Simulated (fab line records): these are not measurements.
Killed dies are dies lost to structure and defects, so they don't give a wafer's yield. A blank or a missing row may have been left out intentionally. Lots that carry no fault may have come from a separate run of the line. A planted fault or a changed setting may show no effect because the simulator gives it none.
Matching of chambers :: flow n5-finfet :: 4 sister chambers for N5_FIN_SAQP_ETCH_51 on rie-diel-01
The step etches SiARC in CF4, target depth 45.5 nm, time 75.8 s. 4 wafers are shown with their chamber, then 11 later ones without.

## WAFERS PAIRED WITH THEIR CHAMBERS
wafer: L088.2
chamber: 2
showerhead-plenum-p-Torr (Torr): 2.09

wafer: L089.4
chamber: 3
showerhead-plenum-p-Torr (Torr): 2.17

wafer: L089.6
chamber: 1
showerhead-plenum-p-Torr (Torr): 2.16

wafer: L091.3
chamber: 0
showerhead-plenum-p-Torr (Torr): 2.20

## WAFERS WHOSE CHAMBER IS MISSING
wafer: L091.5
showerhead-plenum-p-Torr (Torr): 2.09

wafer: L091.6
showerhead-plenum-p-Torr (Torr): 2.17

wafer: L094.1
showerhead-plenum-p-Torr (Torr): 2.16

wafer: L094.4
showerhead-plenum-p-Torr (Torr): 2.09

wafer: L094.5
showerhead-plenum-p-Torr (Torr): 2.19

wafer: L095.3
showerhead-plenum-p-Torr (Torr): 2.09

wafer: L095.5
showerhead-plenum-p-Torr (Torr): 2.17

wafer: L095.6
showerhead-plenum-p-Torr (Torr): 2.09

wafer: L096.1
showerhead-plenum-p-Torr (Torr): 2.16

wafer: L096.5
showerhead-plenum-p-Torr (Torr): 2.19

wafer: L096.6
showerhead-plenum-p-Torr (Torr): 2.17

## CHAMBER TAKEN BY EACH
wafer: L091.5
from the rows above: 2
in truth: 2

wafer: L091.6
from the rows above: 3
in truth: 3

wafer: L094.1
from the rows above: 1
in truth: 1

wafer: L094.4
from the rows above: 2
in truth: 2

wafer: L094.5
from the rows above: 0
in truth: 0

wafer: L095.3
from the rows above: 2
in truth: 2

wafer: L095.5
from the rows above: 3
in truth: 3

wafer: L095.6
from the rows above: 2
in truth: 2

wafer: L096.1
from the rows above: 1
in truth: 1

wafer: L096.5
from the rows above: 0
in truth: 0

wafer: L096.6
from the rows above: 3
in truth: 3
Correct placement for 11 of the 11. Number that these rows cannot place: 0. Number placed wrongly: 0.
How it was worked out, from the rows above alone: a wafer's distance from a chamber is the root of the sum, over the readings, of the square of ((its reading less the chamber's mean) divided by the reading's scatter). If the next closest chamber is less than 2 further off than the closest, the wafer can't be placed; otherwise it belongs to the closest. The mean given for a chamber averages the wafers shown for that chamber. The scatter (one wafer shown for each chamber): square how far every hidden wafer sits from the nearest shown wafer, average those squares and take the square root.
